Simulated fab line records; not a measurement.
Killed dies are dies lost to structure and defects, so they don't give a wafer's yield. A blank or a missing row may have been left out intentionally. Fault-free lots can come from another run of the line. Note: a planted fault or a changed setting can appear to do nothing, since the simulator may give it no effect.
fab line records	flow n5Finfet
[record] lots = 24	wafers = 72	lastDay = 18
route steps=1938 shown BEOL_M9@1402
lots untouched by any fault: they come from a run of this same line in which no faults occurred
startH: start of the lot's first displayed wafer, in hours after the record's first day	waitH: hours elapsed since this lot's preceding step	" unchanged from the row above	L1.1+2: several wafers, shown together as one row	- either no value or no given start	* or withheld: withheld	< > ~ a bound
route shown NAME@n: names a module that has steps shown in the file, with the first one's number in the route	usual: mean/standard deviation taken from wafers without a fault	same: alike in all rows	chamber/n: place in a boat	sites: the reading at each site	_std_site: standard deviation across them	_edge_site: outer sites' mean less inner sites'	radiusMm: for every site, how far away it sits from the centre of the wafer	mask NAME#n: copy n	behind: the last tool/chamber to shape the wafer	hold: why the lot was held/for how many hours/how that ended	device: names the non-switching transistor (n, p or np)	end of line: the same wafers' tests at the end of the route	a step without rows: its recipe alone	killed: dies lost to structure and defects at the first sort, not the wafer's yield	map: shows each die of a wafer: x if killed, . if not, _ if none is there
set.NAME: the setting the step ran with; set.NAME@STEP: the setting that earlier step ran with	model.NAME: the simulator's own value behind a step, which no gauge read
steps of the route over a sample of lots; a table a step, a row a wafer
services: from which hour (startH, from the record's first day; less than 0 if before it) a tool's chamber was out of use, for how many hours, and why
[[steps]]
[step N5_BEOL_M9_CURE_71]
[recipe] tempC = 385	timeS = 240	ambient = He/Ar	material = SiCOH_lowk
[usual] lampPowerPct = 52.32/0.055	wafer_temp_C_max = 386.8/0.5
[same] timeS = 240
lot.wafer	tool	chamber	startH	waitH	lampPowerPct	wafer_temp_C_max
L075.3	uvCure-02	0	210.46	0.2	52.23	386.7
L075.4	"	0	"	"	52.34	386.7
L075.5	"	0	"	"	52.44	386.9
L074.1	uvCure-03	0	210.96	0.1	52.38	387.0
L074.3	"	0	"	"	52.25	387.2
L074.5	"	0	"	"	52.26	387.9
L076.1	uvCure-02	0	215.50	0.3	52.24	386.7
L076.2	"	0	"	"	52.33	386.7
L076.4	"	0	"	"	52.31	386.7
L077.2	uvCure-02	2	228.69	0.2	52.33	386.8
L077.4	"	2	"	"	52.27	386.5
L077.5	"	2	"	"	52.41	386.7
L078.3	uvCure-03	0	232.15	0.2	52.32	387.9
L078.5	"	0	"	"	52.36	388.0
L078.6	"	0	"	"	52.27	386.7
L079.2	uvCure-02	1	238.11	0.1	52.34	387.5
L079.3	"	1	"	"	52.26	387.1
L079.4	"	1	"	"	52.38	387.1
L080.1	uvCure-03	0	241.74	0.0	52.38	387.6
L080.2	"	0	"	"	52.42	387.1
L080.4	"	0	"	"	52.39	387.9
L081.1	uvCure-01	1	264.08	0.6	52.39	386.6
L081.3	"	1	"	"	52.24	386.3
L081.4	"	1	"	"	52.37	386.1
L082.1	uvCure-01	2	264.56	0.8	52.26	386.6
L082.4	"	2	"	"	52.34	386.6
L082.6	"	2	"	"	52.27	386.3
L083.3	uvCure-01	1	270.02	2.5	52.26	386.4
L083.4	"	1	"	"	52.28	386.9
L083.5	"	1	"	"	52.38	386.3
L084.2	uvCure-01	1	280.68	0.3	52.34	386.5
L084.3	"	1	"	"	52.29	385.8
L084.6	"	1	"	"	52.33	386.7
L087.3	uvCure-02	0	281.10	0.2	52.44	386.5
L087.4	"	0	"	"	52.36	387.2
L087.6	"	0	"	"	52.29	386.7
L085.2	uvCure-01	2	284.01	0.2	52.30	386.5
L085.5	"	2	"	"	52.27	386.2
L085.6	"	2	"	"	52.33	386.0
L086.1	uvCure-03	1	286.79	0.1	52.40	386.5
L086.2	"	1	"	"	52.39	386.9
L086.6	"	1	"	"	52.31	386.2
L088.1	uvCure-02	1	295.76	0.0	52.33	387.2
L088.3	"	1	"	"	52.28	386.9
L088.4	"	1	"	"	52.35	386.8
L089.2	uvCure-02	0	303.70	0.1	52.36	386.4
L089.3	"	0	"	"	52.23	386.5
L089.4	"	0	"	"	52.39	386.7
L090.3	uvCure-01	1	320.86	0.2	52.46	386.5
L090.4	"	1	"	"	52.29	386.5
L090.6	"	1	"	"	52.30	386.5
L091.1	uvCure-02	1	321.17	0.0	52.35	386.7
L091.2	"	1	"	"	52.33	387.3
L091.6	"	1	"	"	52.36	387.1
L093.4	uvCure-03	2	325.08	0.3	52.23	386.9
L093.5	"	2	"	"	52.33	386.9
L093.6	"	2	"	"	52.38	387.6
L092.3	uvCure-03	1	329.24	0.2	52.25	386.3
L092.4	"	1	"	"	52.27	386.1
L092.5	"	1	"	"	52.27	386.7
L094.2	uvCure-01	0	339.81	0.2	52.33	386.6
L094.5	"	0	"	"	52.32	387.7
L094.6	"	0	"	"	52.22	386.9
L097.2	uvCure-02	0	341.59	0.1	52.34	387.7
L097.4	"	0	"	"	52.38	386.7
L097.6	"	0	"	"	52.33	387.0
L095.1	uvCure-02	2	342.42	0.0	52.27	386.4
L095.4	"	2	"	"	52.35	386.7
L095.6	"	2	"	"	52.29	387.2
L096.1	uvCure-02	1	349.17	0.0	52.26	386.9
L096.2	"	1	"	"	52.43	386.9
L096.4	"	1	"	"	52.37	387.2
[step N5_BEOL_M9_THK_MEAS_01]
[recipe] reads = SiCOH_lowk_of_BEOL_M9_ILD_DEP_00
[usual] M9_ILD_THK = 268/3.6
lot.wafer	tool	chamber	startH	waitH	M9_ILD_THK[nm]
L075.3	filmMetro-02	-	210.82	0.3	267
L075.4	"	-	"	"	267
L075.5	"	-	"	"	272
L074.1	filmMetro-01	-	211.47	0.4	260
L074.3	"	-	"	"	264
L074.5	"	-	"	"	266
L076.1	filmMetro-01	-	216.02	0.4	269
L076.2	"	-	"	"	272
L076.4	"	-	"	"	274
L077.2	filmMetro-01	-	229.13	0.4	265
L077.4	"	-	"	"	269
L077.5	"	-	"	"	270
L078.3	filmMetro-02	-	232.50	0.3	264
L078.5	"	-	"	"	266
L078.6	"	-	"	"	271
L079.2	filmMetro-02	-	238.55	0.4	266
L079.3	"	-	"	"	270
L079.4	"	-	"	"	270
L080.1	filmMetro-02	-	242.25	0.4	265
L080.2	"	-	"	"	266
L080.4	"	-	"	"	272
L081.1	filmMetro-01	-	264.60	0.4	266
L081.3	"	-	"	"	266
L081.4	"	-	"	"	271
L082.1	filmMetro-02	-	265.08	0.4	263
L082.4	"	-	"	"	267
L082.6	"	-	"	"	268
L083.3	filmMetro-01	-	270.37	0.3	274
L083.4	"	-	"	"	274
L083.5	"	-	"	"	273
L084.2	filmMetro-01	-	281.11	0.4	265
L084.3	"	-	"	"	267
L084.6	"	-	"	"	271
L087.3	filmMetro-02	-	281.46	0.3	264
L087.4	"	-	"	"	266
L087.6	"	-	"	"	268
L085.2	filmMetro-02	-	284.45	0.4	266
L085.5	"	-	"	"	269
L085.6	"	-	"	"	267
L086.1	filmMetro-02	-	287.31	0.4	266
L086.2	"	-	"	"	263
L086.6	"	-	"	"	268
L088.1	filmMetro-01	-	296.27	0.4	268
L088.3	"	-	"	"	269
L088.4	"	-	"	"	273
L089.2	filmMetro-02	-	304.14	0.4	263
L089.3	"	-	"	"	264
L089.4	"	-	"	"	269
L090.3	filmMetro-02	-	321.21	0.3	267
L090.4	"	-	"	"	272
L090.6	"	-	"	"	268
L091.1	filmMetro-01	-	322.17	0.8	274
L091.2	"	-	"	"	269
L091.6	"	-	"	"	274
L093.4	filmMetro-01	-	325.36	0.2	265
L093.5	"	-	"	"	265
L093.6	"	-	"	"	267
L092.3	filmMetro-02	-	329.59	0.3	270
L092.4	"	-	"	"	272
L092.5	"	-	"	"	269
L094.2	filmMetro-02	-	340.24	0.4	267
L094.5	"	-	"	"	271
L094.6	"	-	"	"	269
L097.2	filmMetro-02	-	342.02	0.4	271
L097.4	"	-	"	"	272
L097.6	"	-	"	"	268
L095.1	filmMetro-02	-	342.93	0.4	272
L095.4	"	-	"	"	271
L095.6	"	-	"	"	273
L096.1	filmMetro-01	-	349.68	0.4	267
L096.2	"	-	"	"	264
L096.4	"	-	"	"	266
[step N5_BEOL_M9_STRIP_19]
[recipe] chemistry = O2	powerW = 400	tempC = 40	pressureMtorr = 30	rfFrequencyHz = 6e+07	biasPowerW = 0	overashFraction = 0.2	o2FlowSccm = 225
[usual] chamberPressureMTorr = 30.00/0.032	drypumpMotorCurrentA = 5.6/0.4	oesProductAu = 0.81/0.11	rfVppV = 3.6/0.65	showerheadPlenumPTorr = 2.10/0.078	throttleValvePct = 16.63/0.2
lot.wafer	tool	chamber	startH	waitH	chamberPressureMTorr	drypumpMotorCurrentA	oesProductAu	rfHoursCounterH	rfVppV	showerheadPlenumPTorr	throttleValvePct
L075.3	rieDiel-06	0	213.41	0.1	30.01	5.2	0.70	188	2.6	1.98	16.79
L075.4	"	1	"	"	29.99	6.1	0.86	65	3.9	2.04	16.26
L075.5	"	2	"	"	30.07	5.9	0.68	-	3.6	2.06	16.79
L074.1	rieDiel-02	0	213.68	0.2	30.04	6.5	0.89	24	4.1	2.15	16.61
L074.3	"	3	"	"	29.99	5.5	0.83	74	2.9	2.12	16.55
L074.5	"	2	"	"	30.03	6.2	0.98	-	3.1	2.14	16.43
L076.1	rieDiel-05	2	218.12	0.1	30.03	5.6	0.77	137	2.5	2.00	16.52
L076.2	"	0	"	"	30.02	5.1	0.68	243	3.2	2.16	17.03
L076.4	"	3	"	"	30.00	5.8	0.71	238	3.7	2.15	16.85
L077.2	rieDiel-06	2	230.47	0.1	29.99	5.9	0.68	233	3.7	2.06	16.79
L077.4	"	1	"	"	30.04	6.0	0.84	-	2.6	2.03	16.28
L077.5	"	2	"	"	30.00	5.9	0.67	-	3.6	2.06	16.80
L078.3	rieDiel-06	3	234.77	0.1	30.01	5.3	0.99	5	4.4	2.24	16.70
L078.5	"	0	"	"	29.97	5.2	0.69	-	4.1	1.98	16.78
L078.6	"	3	"	"	29.99	5.2	0.99	-	4.0	2.24	16.70
L079.2	rieDiel-05	1	240.26	0.1	30.00	5.8	0.75	166	2.7	2.17	16.41
L079.3	"	0	"	"	30.05	5.1	0.67	248	3.8	2.16	17.05
L079.4	"	2	"	"	30.01	5.6	0.76	144	2.2	2.00	16.52
L080.1	rieDiel-02	0	243.79	0.1	30.02	6.5	0.88	34	3.9	2.15	16.62
L080.2	"	2	"	"	30.02	6.1	0.94	14	4.5	2.14	16.44
L080.4	"	1	"	"	30.02	5.4	0.71	204	3.6	2.16	16.95
L081.1	rieDiel-02	0	267.64	0.1	30.00	6.5	0.87	41	4.0	2.15	16.66
L081.3	"	2	"	"	29.99	6.2	0.93	21	4.5	2.14	16.48
L081.4	"	3	"	"	29.97	5.6	0.81	90	3.6	2.12	16.59
L082.1	rieDiel-06	1	267.88	0.2	29.97	6.0	0.84	82	3.5	2.03	16.28
L082.4	"	3	"	"	30.03	5.2	0.95	13	1.5	2.24	16.71
L082.6	"	2	"	"	30.07	5.9	0.68	-	3.4	2.06	16.82
L083.3	rieDiel-06	2	272.24	0.1	30.04	5.9	0.67	244	3.3	2.06	16.82
L083.4	"	0	"	"	29.97	5.1	0.67	206	4.8	1.98	16.80
L083.5	"	1	"	"	29.97	6.0	0.84	-	5.2	2.03	16.28
L084.2	rieDiel-06	0	283.60	0.1	30.01	5.1	0.68	210	2.9	1.98	16.81
L084.3	"	1	"	"	30.02	6.0	0.83	87	3.1	2.03	16.29
L084.6	"	0	"	"	30.04	5.2	0.68	-	3.5	1.98	16.82
L087.3	rieDiel-02	2	283.82	0.1	30.04	6.1	0.91	26	3.9	2.13	16.47
L087.4	"	3	"	"	30.01	5.5	0.80	95	3.0	2.11	16.58
L087.6	"	2	"	"	30.02	6.1	0.92	-	3.8	2.13	16.47
L085.2	rieDiel-02	0	286.02	0.1	30.07	6.5	0.87	47	3.5	2.14	16.65
L085.5	"	0	"	"	30.03	6.5	0.88	-	2.7	2.14	16.64
L085.6	"	1	"	"	29.96	5.4	0.71	-	3.7	2.15	16.98
L086.1	rieDiel-06	2	289.11	0.1	29.99	5.9	0.67	249	3.5	2.06	16.80
L086.2	"	1	"	"	30.03	6.0	0.82	89	3.5	2.03	16.29
L086.6	"	3	"	"	30.00	5.2	0.94	-	2.5	2.23	16.73
L088.1	rieDiel-05	2	298.12	0.1	29.96	5.6	0.76	167	3.1	1.99	16.56
L088.3	"	1	"	"	30.02	5.8	0.74	189	4.0	2.16	16.49
L088.4	"	0	"	"	30.03	5.1	0.94	-	4.0	2.15	16.65
L089.2	rieDiel-05	0	306.07	0.1	29.98	5.1	0.93	11	2.9	2.15	16.65
L089.3	"	2	"	"	30.02	5.6	0.74	170	3.8	1.99	16.58
L089.4	"	1	"	"	29.95	5.8	0.72	192	2.9	2.16	16.47
L090.3	rieDiel-06	0	323.80	0.1	30.01	5.2	0.67	223	3.7	1.97	16.84
L090.4	"	3	"	"	29.93	5.3	0.91	32	2.1	2.23	16.73
L090.6	"	1	"	"	29.97	6.1	0.82	-	2.3	2.02	16.33
L091.1	rieDiel-05	3	323.86	0.1	30.01	5.7	0.95	7	4.2	2.15	16.43
L091.2	"	0	"	"	29.98	5.1	0.92	16	3.3	2.15	16.64
L091.6	"	2	"	"	30.00	5.6	0.75	-	2.8	1.99	16.57
L093.4	rieDiel-05	3	327.67	0.1	29.96	5.7	0.96	8	3.2	2.14	16.44
L093.5	"	3	"	"	29.97	5.7	0.96	-	3.0	2.14	16.42
L093.6	"	0	"	"	30.00	5.1	0.91	-	3.5	2.15	16.64
L092.3	rieDiel-05	1	331.74	0.1	29.98	5.8	0.72	200	4.0	2.16	16.50
L092.4	"	3	"	"	30.02	5.7	0.96	10	3.8	2.14	16.44
L092.5	"	0	"	"	30.01	5.1	0.92	-	3.4	2.15	16.65
L094.2	rieDiel-05	0	342.02	0.1	30.06	5.1	0.92	23	4.8	2.15	16.68
L094.5	"	0	"	"	29.95	5.1	0.91	-	3.9	2.15	16.67
L094.6	"	3	"	"	30.01	5.7	0.95	-	3.8	2.14	16.44
L097.2	rieDiel-06	0	344.30	0.2	29.99	5.2	0.67	229	3.4	1.97	16.83
L097.4	"	3	"	"	29.99	5.2	0.92	38	4.0	2.23	16.77
L097.6	"	0	"	"	30.01	5.2	0.66	-	3.5	1.97	16.87
L095.1	rieDiel-02	3	344.40	0.1	29.98	5.6	0.80	114	3.3	2.11	16.64
L095.4	"	0	"	"	29.96	6.5	0.83	65	3.5	2.14	16.71
L095.6	"	2	"	"	30.07	6.1	0.89	-	3.8	2.13	16.51
L096.1	rieDiel-06	2	351.99	0.1	29.98	5.9	0.94	9	3.6	2.05	16.37
L096.2	"	3	"	"	29.97	5.2	0.91	40	3.7	2.23	16.77
L096.4	"	1	"	"	30.01	6.1	0.81	109	3.6	2.02	16.31
[step N5_BEOL_M9_ETCH_41]
[recipe] chemistry = CH3F/O2	target = SiCN	targetDepthA = 366	taperDeg = 2	timeS = 70.1	ionEnergyEv = 120	maskMaterial = TiN	pressureMtorr = 30	sourceW = 395	biasW = 75	Ar_flow_sccm = 150	CH3F_flow_sccm = 30	O2_flow_sccm = 20
[usual] chamberPressureMTorr = 29.999/0.027	drypumpMotorCurrentA = 5.7/0.43	oesProductAu = 0.82/0.098	rfVppV = 297.9/1.2	showerheadPlenumPTorr = 2.02/0.053	throttleValvePct = 16.31/0.17
[same] timeS = 70.1
lot.wafer	tool	chamber	startH	waitH	chamberPressureMTorr	drypumpMotorCurrentA	oesProductAu	rfHoursCounterH	rfVppV	showerheadPlenumPTorr	throttleValvePct
L075.3	rieDiel-02	3	-	-	30.014	5.6	0.83	75	299.5	2.03	16.23
L075.4	"	2	"	"	30.002	6.1	0.97	5	298.3	2.06	16.16
L075.5	"	1	"	"	29.990	5.4	0.72	-	298.8	2.05	16.53
L074.1	rieDiel-05	2	-	-	29.989	5.6	0.78	136	297.1	1.92	16.21
L074.3	"	0	"	"	30.001	5.1	0.68	241	298.0	2.05	16.66
L074.5	"	2	"	"	30.008	5.6	0.78	-	295.5	1.92	16.23
L076.1	rieDiel-02	1	-	-	29.957	5.4	0.73	196	298.3	2.05	16.53
L076.2	"	3	"	"	30.024	5.5	0.83	76	297.4	2.03	16.24
L076.4	"	0	"	"	29.977	6.5	0.89	26	298.4	2.04	16.21
L077.2	rieDiel-06	1	-	-	30.021	6.0	0.85	72	296.5	1.94	15.91
L077.4	"	2	"	"	29.963	5.9	0.68	-	295.9	1.99	16.56
L077.5	"	0	"	"	30.020	5.1	0.70	-	294.6	1.88	16.41
L078.3	rieDiel-02	2	-	-	29.937	6.1	0.95	12	298.3	2.05	16.17
L078.5	"	0	"	"	30.033	6.5	0.89	-	298.2	2.04	16.21
L078.6	"	1	"	"	29.946	5.4	0.73	-	298.9	2.05	16.55
L079.2	rieDiel-02	2	-	-	30.042	6.1	0.93	14	299.1	2.05	16.19
L079.3	"	1	"	"	29.963	5.4	0.71	204	298.4	2.05	16.54
L079.4	"	0	"	"	29.963	6.5	0.88	33	298.0	2.04	16.22
L080.1	rieDiel-05	3	-	-	29.943	5.8	0.70	246	299.2	2.06	16.57
L080.2	"	0	"	"	30.002	5.1	0.66	250	296.5	2.05	16.68
L080.4	"	2	"	"	30.006	5.6	0.77	145	296.7	1.92	16.23
L082.1	rieDiel-02	3	-	-	29.998	5.5	0.81	91	297.2	2.03	16.30
L082.4	"	1	"	"	30.027	5.4	0.71	212	297.4	2.04	16.56
L082.6	"	2	"	"	30.019	6.1	0.91	-	297.2	2.05	16.20
L081.1	rieDiel-02	3	-	-	30.002	5.5	0.80	91	297.2	2.03	16.28
L081.3	"	0	"	"	29.936	6.5	0.86	42	298.7	2.04	16.22
L081.4	"	2	"	"	29.953	6.2	0.92	22	297.0	2.05	16.18
L083.3	rieDiel-06	0	-	-	30.000	5.1	0.69	207	296.3	1.88	16.42
L083.4	"	1	"	"	30.018	6.1	0.84	84	296.0	1.93	15.93
L083.5	"	1	"	"	30.013	6.0	0.84	-	294.7	1.93	15.92
L084.2	rieDiel-06	0	-	-	30.030	5.1	0.69	210	296.0	1.88	16.43
L084.3	"	1	"	"	30.022	6.0	0.84	87	297.0	1.93	15.93
L084.6	"	3	"	"	29.984	5.3	0.95	-	299.0	2.13	16.39
L087.3	rieDiel-02	0	-	-	30.016	6.5	0.85	46	297.5	2.03	16.24
L087.4	"	1	"	"	30.020	5.4	0.71	216	297.9	2.04	16.57
L087.6	"	2	"	"	29.989	6.1	0.92	-	300.0	2.05	16.19
L085.2	rieDiel-02	1	-	-	29.982	5.4	0.70	218	299.3	2.04	16.58
L085.5	"	3	"	"	30.003	5.5	0.80	-	297.3	2.03	16.28
L085.6	"	0	"	"	30.013	6.5	0.85	-	297.8	2.03	16.24
L086.1	rieDiel-05	1	-	-	29.993	5.7	0.73	186	299.6	2.08	16.22
L086.2	"	2	"	"	29.943	5.6	0.74	165	294.7	1.91	16.25
L086.6	"	1	"	"	30.010	5.8	0.74	-	299.4	2.08	16.22
L088.1	rieDiel-05	0	-	-	29.989	5.1	0.95	9	299.0	2.05	16.24
L088.3	"	2	"	"	30.025	5.6	0.75	167	296.1	1.91	16.26
L088.4	"	3	"	"	30.009	5.7	0.99	0	297.7	2.05	16.10
L089.2	rieDiel-05	0	-	-	29.967	5.1	0.94	11	297.9	2.05	16.23
L089.3	"	3	"	"	30.048	5.7	0.99	2	299.3	2.05	16.09
L089.4	"	1	"	"	29.948	5.8	0.73	192	299.4	2.08	16.22
L090.3	rieDiel-05	3	-	-	30.003	5.7	0.96	7	299.0	2.05	16.11
L090.4	"	0	"	"	29.993	5.1	0.92	17	298.6	2.05	16.26
L090.6	"	1	"	"	30.026	5.8	0.73	-	299.6	2.07	16.24
L091.1	rieDiel-05	3	-	-	30.005	5.7	0.96	7	299.5	2.05	16.12
L091.2	"	2	"	"	30.016	5.6	0.74	175	294.5	1.91	16.30
L091.6	"	3	"	"	30.033	5.7	0.95	-	297.1	2.05	16.10
L093.4	rieDiel-02	2	-	-	29.988	6.1	0.89	38	297.6	2.05	16.21
L093.5	"	2	"	"	29.987	6.1	0.89	-	298.9	2.05	16.23
L093.6	"	1	"	"	29.967	5.4	0.70	-	298.6	2.04	16.59
L092.3	rieDiel-05	0	-	-	29.946	5.1	0.92	20	297.3	2.04	16.29
L092.4	"	1	"	"	29.984	5.8	0.73	200	298.1	2.07	16.24
L092.5	"	0	"	"	30.026	5.1	0.92	-	298.5	2.04	16.23
L094.2	rieDiel-02	0	-	-	29.953	6.5	0.83	64	298.1	2.03	16.28
L094.5	"	0	"	"	29.978	6.5	0.83	-	295.7	2.03	16.28
L094.6	"	1	"	"	30.006	5.4	0.70	-	298.1	2.03	16.62
L097.2	rieDiel-02	3	-	-	29.956	5.6	0.79	115	299.5	2.02	16.31
L097.4	"	2	"	"	30.004	6.1	0.87	44	297.4	2.04	16.24
L097.6	"	0	"	"	30.071	6.5	0.83	-	297.8	2.03	16.26
L095.1	rieDiel-02	3	-	-	29.993	5.6	0.78	115	295.6	2.02	16.31
L095.4	"	0	"	"	30.047	6.5	0.84	65	298.9	2.03	16.26
L095.6	"	2	"	"	30.010	6.2	0.89	-	300.2	2.04	16.24
L096.1	rieDiel-05	1	-	-	29.997	5.8	0.73	208	298.9	2.07	16.25
L096.2	"	3	"	"	30.021	5.7	0.93	18	298.8	2.05	16.14
L096.4	"	0	"	"	30.003	5.1	0.90	27	297.9	2.04	16.27
[step N5_BEOL_M9_CD_MEAS_35]
[recipe] targetCdNm = 70	targetCdYNm = 40	polarity = opening
[usual] cdNm = 70.1/0.64
lot.wafer	tool	chamber	startH	waitH	cdNm
L075.3	cdSem-02	-	214.99	0.0	70.2
L075.4	"	-	"	"	69.3
L075.5	"	-	"	"	69.6
L074.1	cdSem-02	-	215.12	0.0	69.5
L074.3	"	-	"	"	69.7
L074.5	"	-	"	"	70.8
L076.1	cdSem-03	-	219.83	0.0	70.2
L076.2	"	-	"	"	71.0
L076.4	"	-	"	"	70.9
L077.2	cdSem-01	-	232.20	0.0	70.2
L077.4	"	-	"	"	70.2
L077.5	"	-	"	"	71.0
L078.3	cdSem-01	-	235.88	0.0	71.2
L078.5	"	-	"	"	70.5
L078.6	"	-	"	"	71.2
L079.2	cdSem-01	-	242.86	0.0	70.6
L079.3	"	-	"	"	70.5
L079.4	"	-	"	"	69.7
L080.1	cdSem-01	-	244.93	0.0	70.1
L080.2	"	-	"	"	68.9
L080.4	"	-	"	"	70.3
L082.1	cdSem-02	-	270.57	0.0	69.0
L082.4	"	-	"	"	71.1
L082.6	"	-	"	"	70.6
L081.1	cdSem-01	-	271.13	0.0	70.9
L081.3	"	-	"	"	70.8
L081.4	"	-	"	"	69.6
L083.3	cdSem-02	-	273.89	0.0	70.1
L083.4	"	-	"	"	70.8
L083.5	"	-	"	"	71.4
L084.2	cdSem-01	-	284.78	0.0	69.0
L084.3	"	-	"	"	69.2
L084.6	"	-	"	"	69.7
L087.3	cdSem-02	-	284.98	0.0	69.9
L087.4	"	-	"	"	70.4
L087.6	"	-	"	"	71.1
L085.2	cdSem-02	-	288.33	0.0	69.9
L085.5	"	-	"	"	68.8
L085.6	"	-	"	"	69.4
L086.1	cdSem-03	-	291.97	0.0	70.5
L086.2	"	-	"	"	70.0
L086.6	"	-	"	"	71.1
L088.1	cdSem-02	-	299.25	0.0	68.8
L088.3	"	-	"	"	69.5
L088.4	"	-	"	"	68.8
L089.2	cdSem-03	-	307.57	0.0	69.7
L089.3	"	-	"	"	69.5
L089.4	"	-	"	"	70.4
L090.3	cdSem-03	-	325.51	0.0	69.3
L090.4	"	-	"	"	69.7
L090.6	"	-	"	"	68.5
L091.1	cdSem-02	-	326.43	0.0	70.4
L091.2	"	-	"	"	70.3
L091.6	"	-	"	"	70.9
L093.4	cdSem-01	-	328.78	0.0	70.5
L093.5	"	-	"	"	70.8
L093.6	"	-	"	"	69.4
L092.3	cdSem-03	-	333.02	0.0	70.3
L092.4	"	-	"	"	71.7
L092.5	"	-	"	"	70.3
L094.2	cdSem-02	-	343.37	0.0	69.7
L094.5	"	-	"	"	70.0
L094.6	"	-	"	"	69.4
L097.2	cdSem-02	-	346.00	0.0	70.0
L097.4	"	-	"	"	70.8
L097.6	"	-	"	"	70.4
L095.1	cdSem-03	-	346.42	0.0	70.7
L095.4	"	-	"	"	69.9
L095.6	"	-	"	"	69.5
L096.1	cdSem-02	-	355.73	0.0	70.5
L096.2	"	-	"	"	69.8
L096.4	"	-	"	"	70.2
[step N5_BEOL_M9_SPUTTER_48]
[recipe] material = Cu	targetThkA = 120	tempC = -20	biasV = 60	powerW = 26000	chamberPressurePa = 0.13	timeS = 2
[usual] substrateTempC = -20.01/0.11	throttleValvePct = 29.8/1.1
[same] timeS = 2
lot.wafer	tool	chamber	startH	waitH	substrateTempC	throttleValvePct
L075.3	pvdSputter-03	-	217.45	0.1	-19.89	28.5
L075.4	"	-	"	"	-20.15	29.4
L075.5	"	-	"	"	-19.90	30.4
L074.1	pvdSputter-01	-	217.61	0.1	-19.98	28.9
L074.3	"	-	"	"	-19.93	29.0
L074.5	"	-	"	"	-20.03	29.0
L076.1	pvdSputter-01	-	221.27	0.2	-19.97	29.2
L076.2	"	-	"	"	-19.86	30.2
L076.4	"	-	"	"	-20.14	29.1
L077.2	pvdSputter-02	-	234.02	0.2	-20.09	29.4
L077.4	"	-	"	"	-20.07	32.7
L077.5	"	-	"	"	-20.18	29.2
L078.3	pvdSputter-03	-	238.78	1.6	-20.01	29.0
L078.5	"	-	"	"	-20.01	28.6
L078.6	"	-	"	"	-20.09	29.2
L079.2	pvdSputter-02	-	245.65	0.1	-20.06	32.9
L079.3	"	-	"	"	-19.91	30.1
L079.4	"	-	"	"	-20.17	29.1
L080.1	pvdSputter-02	-	246.09	0.1	-20.09	29.0
L080.2	"	-	"	"	-20.01	29.5
L080.4	"	-	"	"	-19.89	29.8
L082.1	pvdSputter-02	-	272.04	0.1	-19.96	30.0
L082.4	"	-	"	"	-20.04	32.8
L082.6	"	-	"	"	-20.03	32.9
L081.1	pvdSputter-03	-	272.77	0.1	-19.95	30.6
L081.3	"	-	"	"	-19.89	28.4
L081.4	"	-	"	"	-20.00	29.5
L083.3	pvdSputter-02	-	276.92	0.7	-19.68	29.6
L083.4	"	-	"	"	-20.01	29.5
L083.5	"	-	"	"	-19.89	29.6
L084.2	pvdSputter-01	-	286.16	0.2	-20.05	28.9
L084.3	"	-	"	"	-19.93	30.6
L084.6	"	-	"	"	-19.80	30.3
L087.3	pvdSputter-02	-	286.35	0.1	-20.10	32.7
L087.4	"	-	"	"	-20.05	29.5
L087.6	"	-	"	"	-19.95	29.7
L085.2	pvdSputter-03	-	289.56	0.1	-19.93	30.6
L085.5	"	-	"	"	-20.01	29.3
L085.6	"	-	"	"	-20.05	28.6
L086.1	pvdSputter-03	-	293.86	0.3	-20.12	28.6
L086.2	"	-	"	"	-19.99	29.4
L086.6	"	-	"	"	-20.10	28.6
L088.1	pvdSputter-01	-	301.06	0.5	-20.09	29.2
L088.3	"	-	"	"	-20.08	30.2
L088.4	"	-	"	"	-19.81	30.4
L089.2	pvdSputter-02	-	308.64	0.1	-20.01	32.7
L089.3	"	-	"	"	-20.22	29.8
L089.4	"	-	"	"	-19.98	29.7
L090.3	pvdSputter-03	-	327.41	0.1	-19.81	29.3
L090.4	"	-	"	"	-20.25	30.1
L090.6	"	-	"	"	-19.91	28.5
L091.1	pvdSputter-01	-	327.55	0.1	-19.93	28.9
L091.2	"	-	"	"	-19.88	30.5
L091.6	"	-	"	"	-19.83	29.0
L093.4	pvdSputter-03	-	330.96	0.0	-19.96	29.2
L093.5	"	-	"	"	-20.15	29.1
L093.6	"	-	"	"	-20.02	30.8
L092.3	pvdSputter-03	-	334.21	0.1	-20.02	29.0
L092.4	"	-	"	"	-19.99	30.9
L092.5	"	-	"	"	-20.18	29.4
L094.2	pvdSputter-01	-	346.06	0.2	-19.98	30.3
L094.5	"	-	"	"	-20.02	28.8
L094.6	"	-	"	"	-20.03	30.3
L097.2	pvdSputter-01	-	347.56	0.4	-19.80	30.1
L097.4	"	-	"	"	-20.01	30.3
L097.6	"	-	"	"	-19.92	29.0
L095.1	pvdSputter-03	-	348.85	0.8	-20.15	28.7
L095.4	"	-	"	"	-19.94	30.3
L095.6	"	-	"	"	-20.14	28.4
L096.1	pvdSputter-03	-	356.81	0.1	-19.95	28.8
L096.2	"	-	"	"	-20.01	28.7
L096.4	"	-	"	"	-20.07	30.7
[[services]]
tool	chamber	startH	hours	kind
rieDiel-06	3	193.90	-	clean
rieDiel-06	3	193.90	-	consumableReplace:focusRing
rieDiel-06	3	193.90	-	consumableReplace:showerhead
rieDiel-06	3	193.90	10.8	scheduledDown
uvCure-03	-	219.51	2.8	pm
rieDiel-06	3	224.10	7.6	repair
uvCure-03	-	225.37	2.1	pm
rieDiel-06	-	243.11	0.3	repair
rieDiel-05	0	245.49	-	clean
rieDiel-05	0	245.49	-	consumableReplace:focusRing
rieDiel-05	0	245.49	29.2	scheduledDown
rieDiel-05	0	245.49	29.2	ventCycle
uvCure-03	-	253.21	24.2	repair
uvCure-02	-	257.90	22.2	pm
rieDiel-05	3	275.11	-	clean
rieDiel-05	3	275.11	-	consumableReplace:focusRing
rieDiel-05	3	275.11	23.4	scheduledDown
rieDiel-05	3	275.11	23.4	ventCycle
uvCure-01	-	294.40	1.0	pm
rieDiel-05	-	302.74	0.3	repair
uvCure-03	-	316.59	1.0	pm
uvCure-02	-	329.30	1.0	pm
pvdSputter-02	-	339.95	2.2	repair
uvCure-02	-	351.17	7.5	pm
[[key]]
fault none
